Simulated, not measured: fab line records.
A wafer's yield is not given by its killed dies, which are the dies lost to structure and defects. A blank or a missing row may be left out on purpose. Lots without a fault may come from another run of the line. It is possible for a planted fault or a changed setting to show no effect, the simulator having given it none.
fab line records	flow n5_finfet
[record] lots = 9	wafers = 27	last_day = 17
route steps=1938 shown BEOL_M2@841 BEOL_M4@1111
lots with no fault: from the same line, run without faults
start_h: start of the lot's first displayed wafer, in hours after the record's first day	wait_h: hours from the lot's prior step to this one	" unchanged from the row above	L1.1+2: one row covering several wafers at once	- either no value or no given start	* or withheld: withheld	< > ~ a bound
route shown NAME@n: NAME is a module with steps in the file, n the number in the route of the first one	usual: mean and standard deviation over wafers with no fault	same: alike in all rows	chamber/n: place in a boat	sites: the reading at each site	_std_site: how widely they spread, as a standard deviation	_edge_site: outer sites' mean less inner sites'	radius_mm: how far each site lies from the wafer's centre	mask NAME#n: copy n	behind: tool/chamber where the wafer was last shaped	hold: why the lot went on hold/how many hours it stayed there/how the hold came to an end	device: which transistor (n, p or np) failed to switch	end of line: tests of these same wafers at the route's end	a step with no rows: only its recipe	killed: dies that structure and defects cost at the first sort, which is not the same as the wafer's yield	map: a wafer's dies, x killed, . not, _ none there
set.NAME: setting as actually run; set.NAME@STEP: the setting as run at that earlier step	model.NAME: the simulator's own value behind a step, which no gauge read
steps of the route over a sample of lots; a table a step, a row a wafer
services: from which hour (start_h, from the record's first day; less than 0 if before it) a tool's chamber was out of use, for how many hours, and why
[[steps]]
[step N5_BEOL_M2_ILD_DEP_00]
[recipe] material = SiOC	target_thk_a = 790	temp_c = 350	precursor = DEMS/O2	pressure_torr = 5	rf_w = 500	time_s = 15.3
[usual] heater_power_w = 470/93	showerhead_plenum_p_Torr = 5.692/0.016	throttle_valve_pct = 12.2/0.64
lot.wafer	tool	chamber	start_h	wait_h	heater_power_w	showerhead_plenum_p_Torr	throttle_valve_pct
L164.2	pecvd-03	2	129.64	0.0	666	5.690	11.5
L164.3	"	1	"	"	553	5.702	12.3
L164.4	"	0	"	"	434	5.686	13.2
L165.4	pecvd-04	1	144.03	0.1	442	5.700	12.2
L165.5	"	2	"	"	435	5.693	11.6
L165.6	"	0	"	"	540	5.704	12.0
L172.2	pecvd-03	1	193.15	0.0	572	5.690	12.4
L172.4	"	0	"	"	414	5.688	13.6
L172.5	"	1	"	"	559	5.673	12.4
L174.2	pecvd-04	1	195.53	0.0	460	5.707	12.1
L174.3	"	2	"	"	481	5.687	11.5
L174.4	"	0	"	"	561	5.708	12.1
L175.1	pecvd-04	0	195.67	0.0	618	5.699	12.2
L175.2	"	1	"	"	422	5.713	12.4
L175.3	"	2	"	"	495	5.696	11.6
L179.3	pecvd-04	2	219.15	0.0	501	5.698	11.7
L179.4	"	1	"	"	438	5.706	12.2
L179.5	"	2	"	"	507	5.689	11.4
L181.1	pecvd-03	1	237.98	0.0	476	5.701	12.6
L181.3	"	1	"	"	495	5.714	12.4
L181.6	"	1	"	"	494	5.701	12.6
L182.2	pecvd-02	0	240.43	0.0	378	5.699	11.5
L182.5	"	2	"	"	300	5.657	11.3
L182.6	"	1	"	"	487	5.681	12.6
L185.2	pecvd-02	0	261.11	0.0	445	5.709	11.7
L185.3	"	1	"	"	473	5.686	12.4
L185.6	"	1	"	"	471	5.701	12.7
[step N5_BEOL_M2_HM_DEP_02]
[recipe] material = TiN	target_thk_a = 200	temp_c = 25	chamber_pressure_pa = 0.49996
[usual] substrate_temp_c = 25.00/0.12	throttle_valve_pct = 30.3/1.2
lot.wafer	tool	chamber	start_h	wait_h	substrate_temp_c	throttle_valve_pct
L164.2	pvd_sputter-02	-	130.75	1.0	25.00	29.9
L164.3	"	-	"	"	25.18	31.5
L164.4	"	-	"	"	24.99	31.1
L165.4	pvd_sputter-01	-	145.62	1.5	25.21	30.5
L165.5	"	-	"	"	25.12	30.3
L165.6	"	-	"	"	25.05	28.2
L172.2	pvd_sputter-02	-	194.93	1.7	25.14	29.2
L172.4	"	-	"	"	24.91	31.4
L172.5	"	-	"	"	25.13	29.3
L174.2	pvd_sputter-03	-	196.08	0.4	24.90	30.1
L174.3	"	-	"	"	24.87	29.6
L174.4	"	-	"	"	25.17	28.8
L175.1	pvd_sputter-03	-	196.38	0.6	25.15	29.5
L175.2	"	-	"	"	25.06	28.8
L175.3	"	-	"	"	24.98	30.1
L179.3	pvd_sputter-02	-	221.73	2.4	25.08	30.2
L179.4	"	-	"	"	24.84	29.2
L179.5	"	-	"	"	25.20	31.2
L181.1	pvd_sputter-02	-	238.83	0.7	25.08	31.4
L181.3	"	-	"	"	24.88	31.7
L181.6	"	-	"	"	24.96	30.0
L182.2	pvd_sputter-03	-	242.15	1.6	25.19	28.7
L182.5	"	-	"	"	25.15	29.3
L182.6	"	-	"	"	24.88	32.8
L185.2	pvd_sputter-02	-	261.54	0.3	25.05	29.2
L185.3	"	-	"	"	24.93	30.1
L185.6	"	-	"	"	25.05	31.4
[step N5_BEOL_M2_COAT_73]
[recipe] resist = underlayer	temp_c = 205	time_s = 60	spin_rpm = 1500	resist_thk_nm = 5
[usual] spin_speed_rpm = 1499.9/1.2
lot.wafer	tool	chamber	start_h	wait_h	spin_speed_rpm
L164.2	litho_track-01	0	130.88	-	1498.7
L164.3	"	0	"	"	1498.1
L164.4	"	0	"	"	1500.0
L165.4	litho_track-01	0	145.75	-	1498.8
L165.5	"	0	"	"	1499.1
L165.6	"	0	"	"	1499.0
L172.2	litho_track-01	0	195.07	-	1500.9
L172.4	"	0	"	"	1499.9
L172.5	"	0	"	"	1499.1
L174.2	litho_track-05	0	196.21	-	1499.6
L174.3	"	0	"	"	1498.7
L174.4	"	0	"	"	1501.5
L175.1	litho_track-01	0	196.51	-	1271.3
L175.2	"	0	"	"	1271.6
L175.3	"	0	"	"	1270.1
L179.3	litho_track-05	0	221.86	-	1499.1
L179.4	"	0	"	"	1501.4
L179.5	"	0	"	"	1502.0
L181.1	litho_track-01	0	238.96	-	1272.9
L181.3	"	0	"	"	1273.2
L181.6	"	0	"	"	1273.2
L182.2	litho_track-05	0	242.28	-	1502.3
L182.5	"	0	"	"	1499.8
L182.6	"	0	"	"	1499.5
L185.2	litho_track-05	0	261.67	-	1498.8
L185.3	"	0	"	"	1502.4
L185.6	"	0	"	"	1500.3
[step N5_BEOL_M2_CD_MEAS_11]
[recipe] target_cd_nm = 16.79	landing_energy_ev = 500	detector = se_inlens	polarity = opening
[usual] cd_nm = 16.81/0.22
lot.wafer	tool	chamber	start_h	wait_h	cd_nm
L164.2	cd_sem-01	0	131.15	-	16.95
L164.3	"	0	"	"	16.86
L164.4	"	0	"	"	16.90
L165.4	cd_sem-01	0	146.15	-	17.02
L165.5	"	0	"	"	17.15
L165.6	"	0	"	"	16.69
L172.2	cd_sem-01	0	195.46	-	16.91
L172.4	"	0	"	"	17.05
L172.5	"	0	"	"	16.82
L174.2	cd_sem-03	0	196.60	-	17.00
L174.3	"	0	"	"	16.79
L174.4	"	0	"	"	16.91
L175.1	cd_sem-01	0	196.90	-	16.77
L175.2	"	0	"	"	16.82
L175.3	"	0	"	"	17.01
L179.3	cd_sem-02	0	222.13	-	17.39
L179.4	"	0	"	"	16.86
L179.5	"	0	"	"	16.69
L181.1	cd_sem-01	0	239.23	-	17.08
L181.3	"	0	"	"	16.70
L181.6	"	0	"	"	17.32
L182.2	cd_sem-03	0	242.55	-	16.65
L182.5	"	0	"	"	16.70
L182.6	"	0	"	"	16.71
L185.2	cd_sem-02	0	262.06	-	17.19
L185.3	"	0	"	"	17.11
L185.6	"	0	"	"	16.60
[step N5_BEOL_M2_ETCH_74]
[recipe] chemistry = N2/H2	target = underlayer	target_depth_a = 65	mask_material = CAR-EUV	time_s = 5.2	ion_energy_ev = 200	pressure_mtorr = 30	source_w = 840	bias_w = 150	n2_flow_sccm = 200	h2_flow_sccm = 200	ends = cleared
[usual] drypump_motor_current_A = 5.5/0.36	etch_rf_on_time_s = 5.17/0.072	oes_product_au = 0.68/0.068	rf_vpp_V = 524.7/2.5	showerhead_plenum_p_Torr = 2.57/0.067	throttle_valve_pct = 17.85/0.2
lot.wafer	tool	chamber	start_h	wait_h	drypump_motor_current_A	etch_rf_on_time_s	oes_product_au	rf_hours_counter_h	rf_vpp_V	showerhead_plenum_p_Torr	throttle_valve_pct
L164.2	rie_diel-04	1	131.31	0.0	5.4	5.12	0.78	16	521.0	2.50	17.82
L164.3	"	3	"	"	5.6	5.14	0.75	38	524.6	2.59	17.77
L164.4	"	2	"	"	5.4	5.08	0.76	50	525.4	2.59	17.84
L165.4	rie_diel-04	0	146.31	0.0	5.7	5.23	0.61	-	521.6	2.51	17.86
L165.5	"	2	"	"	5.4	5.09	0.74	-	525.8	2.59	17.86
L165.6	"	1	"	"	5.4	5.10	0.78	-	521.6	2.50	17.84
L172.2	rie_diel-02	2	195.86	0.0	5.5	5.19	0.61	186	523.3	2.52	17.74
L172.4	"	2	"	"	5.5	5.22	0.62	-	524.0	2.52	17.76
L172.5	"	0	"	"	5.6	5.13	0.60	-	527.0	2.63	18.37
L174.2	rie_diel-02	2	196.76	0.0	5.5	5.23	0.62	187	525.9	2.52	17.77
L174.3	"	0	"	"	5.7	5.18	0.59	227	524.7	2.62	18.39
L174.4	"	0	"	"	5.7	5.09	0.60	-	526.5	2.63	18.40
L175.1	rie_diel-01	3	197.06	0.0	5.7	5.62	0.74	48	523.7	2.48	17.63
L175.2	"	0	"	"	5.3	5.53	0.74	66	528.8	2.68	17.63
L175.3	"	2	"	"	6.1	5.54	0.75	58	526.9	2.68	17.60
L179.3	rie_diel-01	0	222.35	0.0	5.3	5.17	0.72	73	525.6	2.68	17.65
L179.4	"	3	"	"	5.7	5.20	0.74	56	522.8	2.48	17.67
L179.5	"	2	"	"	6.1	5.12	0.73	-	526.8	2.68	17.60
L181.1	rie_diel-04	1	239.74	0.0	5.4	5.59	0.74	48	522.2	2.49	17.87
L181.3	"	3	"	"	5.6	5.59	0.70	71	524.1	2.57	17.80
L181.6	"	1	"	"	5.4	5.67	0.74	-	522.5	2.48	17.86
L182.2	rie_diel-02	0	242.70	0.0	5.7	5.13	0.58	243	526.4	2.62	18.40
L182.5	"	1	"	"	4.7	5.18	0.68	-	523.6	2.56	18.07
L182.6	"	2	"	"	5.5	5.19	0.61	-	521.7	2.51	17.79
L185.2	rie_diel-01	2	262.22	0.0	6.1	5.14	0.73	75	526.8	2.68	17.60
L185.3	"	3	"	"	5.7	5.15	0.73	65	523.1	2.47	17.70
L185.6	"	2	"	"	6.1	5.13	0.72	-	527.4	2.68	17.61
[step N5_BEOL_M4_RC_MEAS_101]
[usual] DIBL_N = 36.2/1.2	DIBL_P = 36.3/1.3	IOFF_N = 0.155/0.019	IOFF_P = 0.210/0.029	ION_N = 677/8.6	ION_P = 465/6.8	SS_N = 71.4/0.48	SS_P = 73.2/0.53	VT_N = 249.9/2.4	VT_P = -250/3.2
lot.wafer	tool	chamber	start_h	wait_h	DIBL_N[mV/V]	DIBL_P[mV/V]	IOFF_N[nA/um]	IOFF_P[nA/um]	ION_N[uA/um]	ION_P[uA/um]	SS_N[mV/dec]	SS_P[mV/dec]	VT_N[mV]	VT_P[mV]
L164.2	prober-02	0	158.43	0.2	36.5	36.8	0.157	0.199	672	464	71.7	72.9	250.5	-252
L164.3	"	0	"	"	36.3	36.4	0.153	0.198	673	459	71.1	73.6	251.6	-250
L164.4	"	0	"	"	37.5	37.9	0.178	0.220	685	469	71.9	72.6	249.3	-250
L165.4	prober-01	0	176.70	0.5	35.3	36.5	0.138	0.190	682	470	70.8	73.2	250.0	-251
L165.5	"	0	"	"	36.7	38.1	0.162	0.215	675	464	72.0	73.5	250.2	-249
L165.6	"	0	"	"	34.3	35.1	0.116	0.163	674	460	70.3	72.9	257.5	-254
L172.2	prober-02	0	233.38	0.2	35.4	35.1	0.155	0.235	679	473	71.8	73.3	247.3	-246
L172.4	"	0	"	"	36.1	35.5	0.165	0.245	683	477	71.8	73.4	248.0	-244
L172.5	"	0	"	"	35.5	35.5	0.158	0.257	671	474	71.6	73.4	248.7	-244
L174.2	prober-01	0	245.08	0.2	34.4	33.4	0.117	0.192	669	470	70.6	72.5	253.2	-245
L174.3	"	0	"	"	36.1	36.1	0.154	0.227	680	474	71.4	73.4	250.9	-247
L174.4	"	0	"	"	37.6	37.4	0.181	0.253	684	470	71.6	74.0	246.6	-247
L175.1	prober-01	0	253.57	0.0	35.5	35.8	0.165	0.222	687	467	71.0	73.1	245.4	-249
L175.2	"	0	"	"	37.7	37.8	0.204	0.267	678	470	71.8	73.8	246.3	-248
L175.3	"	0	"	"	35.9	35.3	0.152	0.218	678	469	71.9	73.3	252.4	-250
L179.3	prober-01	0	265.65	0.3	37.0	37.8	0.187	0.269	680	469	71.5	74.1	245.6	-244
L179.4	"	0	"	"	36.3	37.1	0.175	0.266	696	479	71.9	73.7	247.8	-247
L179.5	"	0	"	"	36.7	37.1	0.172	0.257	686	478	71.8	73.1	245.8	-246
L182.2	prober-02	0	282.73	0.2	36.5	37.6	0.155	0.216	672	464	70.9	73.4	250.2	-248
L182.5	"	0	"	"	35.7	36.6	0.142	0.194	676	464	71.5	73.3	251.9	-251
L182.6	"	0	"	"	36.0	37.3	0.145	0.219	676	463	71.8	73.5	251.1	-248
L181.1	prober-02	0	292.39	0.0	38.3	36.4	0.164	0.178	679	460	70.9	73.2	250.1	-255
L181.3	"	0	"	"	38.5	36.8	0.166	0.186	676	451	71.7	73.6	251.8	-254
L181.6	"	0	"	"	37.0	35.2	0.143	0.159	678	459	71.3	72.5	249.1	-256
L185.2	prober-02	0	308.16	0.2	37.6	36.5	0.155	0.207	665	457	71.7	72.6	250.2	-250
L185.3	"	0	"	"	37.3	37.1	0.156	0.218	680	465	71.6	72.3	250.3	-249
L185.6	"	0	"	"	37.2	36.3	0.147	0.203	671	467	71.3	73.1	250.7	-249
[[services]]
tool	chamber	start_h	hours	kind
pecvd-04	0	106.70	2.1	scheduled_down
rie_diel-02	0	113.52	7.3	repair
rie_diel-01	1	136.85	10.3	repair
rie_diel-02	1	137.28	9.5	repair
rie_diel-04	3	144.66	14.2	repair
pvd_sputter-01	-	146.86	5.2	repair
pecvd-04	-	158.24	2.8	pm
rie_diel-02	-	159.50	1.4	repair
rie_diel-01	0	183.85	7.7	repair
pecvd-04	-	184.15	6.0	pm
rie_diel-02	3	195.74	3.8	repair
rie_diel-04	1	207.48	14.3	repair
rie_diel-04	-	209.64	0.6	repair
pecvd-03	1	210.96	3.6	repair
rie_diel-04	0	217.81	6.3	repair
rie_diel-02	2	227.15	4.2	repair
rie_diel-01	-	238.63	15.6	pm
rie_diel-02	2	252.28	2.4	repair
pecvd-03	-	258.24	0.9	repair
rie_diel-02	0	259.23	-	clean
rie_diel-02	0	259.23	-	consumable_replace:focus_ring
rie_diel-02	0	259.23	17.7	scheduled_down
rie_diel-01	0	259.64	4.1	repair
rie_diel-02	-	260.12	2.8	pm
[[key]]
[first_sign] step = N5_BEOL_M2_COAT_73	reading = spin_speed_rpm	direction = down	sigmas = 99+	usual = *	struck = *
[effect] step = N5_BEOL_M2_ETCH_74	reading = etch_rf_on_time_s	direction = up	sigmas = 5.9	usual = *	struck = *
met_at N5_BEOL_M2_COAT_73
struck_lots L175,L181
not_acting_at N5_BEOL_M2_ILD_DEP_00,N5_BEOL_M2_HM_DEP_02,N5_BEOL_M2_CD_MEAS_11
onset_between 195.07 196.51
[fault] kind = process_parameter_drift	tool = litho_track-01	chamber = -	onset_h = 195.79	steps = N5_BEOL_M2_COAT_73	channel = spin_rpm	offset = *	shape = step	end_h = 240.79	acts_in = *	stated = *
